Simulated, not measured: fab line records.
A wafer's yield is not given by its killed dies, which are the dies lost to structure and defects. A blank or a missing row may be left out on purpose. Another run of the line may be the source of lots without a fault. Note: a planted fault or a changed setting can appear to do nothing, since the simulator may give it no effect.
One fault through the eyes of 2 desks | flow n5 finfet | numbers are kept per desk, each desk with only its own; the story behind them comes last

## THE METROLOGY DESK
Lot by lot, what the gauges showed, no matter which tool ran the lot: averages of those sampled wafers that carry a number. The brackets show how far a lot's mean lies from the usual mean; more than 4 standard deviations puts the lot out of limits, marked OUT. Only the readings that lie furthest out on some lot appear, 7 of the 10 it has.
Columns: A = DIBL_N at N5_BEOL_M4_RC_MEAS_101, usual 36.5 mV/V; B = ION_N at N5_BEOL_M4_RC_MEAS_101, usual 675 uA/um; C = ION_P at N5_BEOL_M4_RC_MEAS_101, usual 464 uA/um; D = SS_N at N5_BEOL_M4_RC_MEAS_101, usual 71.5 mV/dec; E = SS_P at N5_BEOL_M4_RC_MEAS_101, usual 73.4 mV/dec; F = VT_N at N5_BEOL_M4_RC_MEAS_101, usual 249.7 mV; G = VT_P at N5_BEOL_M4_RC_MEAS_101, usual -250 mV
lot  | first seen here | A    | B   | C   | D    | E    | F     | G
L419 | day 8 03:10     | 37.3 | 668 | 467 | 71.3 | 73.5 | 253.4 | -249
L420 | day 8 15:29     | 36.0 | 672 | 456 | 72.1 | 73.5 | 249.9 | -252
L423 | day 9 09:45     | 36.4 | 676 | 461 | 71.5 | 73.4 | 251.1 | -254
L425 | day 9 21:19     | 36.3 | 671 | 457 | 71.4 | 73.2 | 250.4 | -251
L427 | day 11 00:24    | 37.5 | 680 | 469 | 71.4 | 73.7 | 250.4 | -250
L438 | day 13 02:41    | 38.4 | 677 | 465 | 71.4 | 74.2 | 248.9 | -247
L439 | day 13 10:22    | 35.5 | 675 | 463 | 71.4 | 73.3 | 251.1 | -254
L440 | day 13 22:22    | 34.7 | 677 | 468 | 71.5 | 73.1 | 250.7 | -249
L441 | day 14 04:43    | 36.2 | 664 | 462 | 72.1 | 73.3 | 251.9 | -250
This desk's finding: nothing out of limits on any of the 9 lots.

## TOOL OWNER'S DESK, litho track-01
The tool's own readings at N5_MOL_CONTACT_COAG_COAT_63 (time 60 s, resist thk 10 nm): means of the sampled wafers that have a number, for each lot that ran on this tool. The brackets show how far a lot's mean lies from the usual mean; more than 4 standard deviations puts the lot out of limits, marked OUT.
Columns: A = spin speed rpm at N5_MOL_CONTACT_COAG_COAT_63, usual 1500.0 rpm
lot  | first seen here | A
L419 | day 5 09:58     | 1500.9
L423 | day 6 10:51     | 1499.8
L425 | day 7 04:04     | 1547.6 (+48) OUT
L427 | day 7 13:30     | 1545.7 (+46) OUT
L438 | day 10 06:15    | 1499.7
L441 | day 10 23:44    | 1499.0
Finding of this desk: L425, L427 out of limits; the first was L425 at day 7 04:04, on spin speed rpm at N5_MOL_CONTACT_COAG_COAT_63. L419, L423, L438, L441 stayed within limits.

## PUT TOGETHER
The tool owner's desk could have raised an alarm at day 7 04:04, on L425, L427.
Nothing out of limits was seen by the metrology desk.
The metrology desk holds a record of L425, L427, inside its limits.
N5_MOL_CONTACT_COAG_COAT_63 was run on litho track-01 by each of the lots named.

## WHAT HAD BEEN PUT IN BY THE SIMULATOR
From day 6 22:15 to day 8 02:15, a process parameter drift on litho track-01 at N5_MOL_CONTACT_COAG_COAT_63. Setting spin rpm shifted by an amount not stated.
Struck lots among those shown: L425, L427.
Each desk's first reading out of limits, in hours after the fault started: the tool owner's desk, 6.
